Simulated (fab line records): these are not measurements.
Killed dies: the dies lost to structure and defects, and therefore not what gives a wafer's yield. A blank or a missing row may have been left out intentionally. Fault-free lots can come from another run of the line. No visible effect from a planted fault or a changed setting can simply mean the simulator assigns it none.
Which tool is to blame? ; flow n5-finfet ; at 1 step of a route of 1938, 6 lots with 17 wafers sampled

== WHAT THE GAUGES SHOWED, per wafer ==
N5_BEOL_M11_THK_MEAS_53: measures by xrf.
lot;measured;on;M11_THK (nm)
L855;day 17 13:07;film-metro-01;139.5 134.5 137.8
L858;day 18 20:19;film-metro-01;142.5 142.0 138.1
L861;day 20 08:42;film-metro-01;140.0 138.3 142.5
L865;day 20 20:17;film-metro-01;132.1 140.0 129.7
L873;day 21 22:44;film-metro-01;136.6 132.8 131.7
L875;day 23 03:34;film-metro-02;137.8 136.4

== WHAT TOOL EACH LOT RAN ON (gives the tool, then ch and the chambers of the sampled wafers, and finally the start) ==
No process step before these readings appears in the record.

== THE ANSWER, worked out from the rows above alone ==
Rule: the lots themselves supply what counts as usual. The widest of any qualifying gaps counts: lots, ordered by their means at a reading, are off when they make up no more than a third of the lots, leave a main group of 4 or more, and stand apart from it by 3 or more times the standard deviation of that group's means. A main group is skipped when, at the precision printed for the reading in the tables above, its means are all equal. Also off: a lot with no number at a reading for which 4 or more lots have one. Any other lot the step has rows for is counted as sound.
Across all readings shown, no lot is off: no conclusion can be drawn from this.

== WHAT WAS PUT IN BY THE SIMULATOR ==
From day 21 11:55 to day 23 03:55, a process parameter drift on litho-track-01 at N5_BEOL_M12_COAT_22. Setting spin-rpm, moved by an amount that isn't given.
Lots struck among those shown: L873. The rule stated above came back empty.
